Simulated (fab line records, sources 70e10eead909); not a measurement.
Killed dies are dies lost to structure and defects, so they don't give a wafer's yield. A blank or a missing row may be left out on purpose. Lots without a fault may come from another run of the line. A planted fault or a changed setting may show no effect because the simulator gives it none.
Which tool did it? | flow nand_harc | 24 lots, 72 wafers sampled, at 1 step of a route of 1302

WHAT THE GAUGES READ, wafer by wafer
NHARC_P_STI_CD_MEAS_09: target cd 200 nm. Usual: cd_nm 198.8 nm, standard deviation 2.9.
lot  | measured     | on        | cd_nm (nm)        | flag
L074 | day 2 21:31  | cd_sem-03 | 199.9 198.6 198.5 |
L075 | day 3 09:34  | cd_sem-02 | 198.0 191.4 191.5 |
L076 | day 3 16:50  | cd_sem-01 | 199.5 200.1 197.9 |
L077 | day 4 00:56  | cd_sem-03 | 198.5 201.2 202.2 |
L078 | day 4 12:08  | cd_sem-02 | 196.9 197.8 200.4 |
L079 | day 4 21:01  | cd_sem-01 | 198.8 200.6 200.0 |
L080 | day 5 08:14  | cd_sem-03 | 201.8 203.8 198.7 |
L081 | day 5 18:52  | cd_sem-03 | 202.1 203.8 203.4 |
L082 | day 6 04:41  | cd_sem-03 | 198.2 196.5 197.9 |
L083 | day 6 15:31  | cd_sem-01 | 199.3 196.8 198.7 |
L084 | day 7 00:00  | cd_sem-03 | 202.1 204.4 197.8 |
L085 | day 7 10:49  | cd_sem-01 | 195.1 199.5 198.5 |
L086 | day 7 22:04  | cd_sem-01 | 195.6 195.3 196.0 |
L087 | day 8 07:02  | cd_sem-03 | 198.2 195.3 195.0 |
L088 | day 8 17:15  | cd_sem-03 | 197.4 198.5 200.5 |
L089 | day 9 02:28  | cd_sem-02 | 199.3 194.9 198.4 |
L090 | day 9 14:02  | cd_sem-03 | 195.8 200.1 197.9 |
L091 | day 9 20:02  | cd_sem-03 | 198.8 202.1 203.7 |
L092 | day 10 06:29 | cd_sem-01 | 200.6 203.2 196.2 |
L093 | day 10 16:59 | cd_sem-01 | 198.0 197.6 197.0 |
L094 | day 11 03:05 | cd_sem-02 | 200.4 199.0 199.9 |
L095 | day 11 12:58 | cd_sem-01 | 199.3 198.0 198.9 |
L096 | day 12 00:43 | cd_sem-03 | 204.4 197.7 198.5 |
L097 | day 12 08:26 | cd_sem-03 | 201.7 204.2 198.2 |

WHICH TOOL RAN EACH LOT (tool, then ch and the chambers of the sampled wafers, then the start)
The record holds no process step before these readings.

WHAT THE TOOLS THEMSELVES READ (means of the sampled wafers that have a number; where no wafer has one, the mark that the record gives instead)
The record holds no such reading with a usual standard deviation.

THE ANSWER, worked out from the rows above alone
Rule: a lot is off if the mean of its wafers that have a number lies more than 3 standard deviations from the usual mean. A lot without any number at a reading at which 4 lots or more have one is off too. The other lots that the step has rows for count as sound. The gauges are gone through in route order, then the tools' own readings, and for those a lot's mean is taken as printed above. The first step at which some lot is off is used, and at that step the reading that is off furthest; a lot without a number counts as furthest.
No lot is off at any reading shown: from this, nothing can be told.

WHAT THE SIMULATOR HAD PUT IN
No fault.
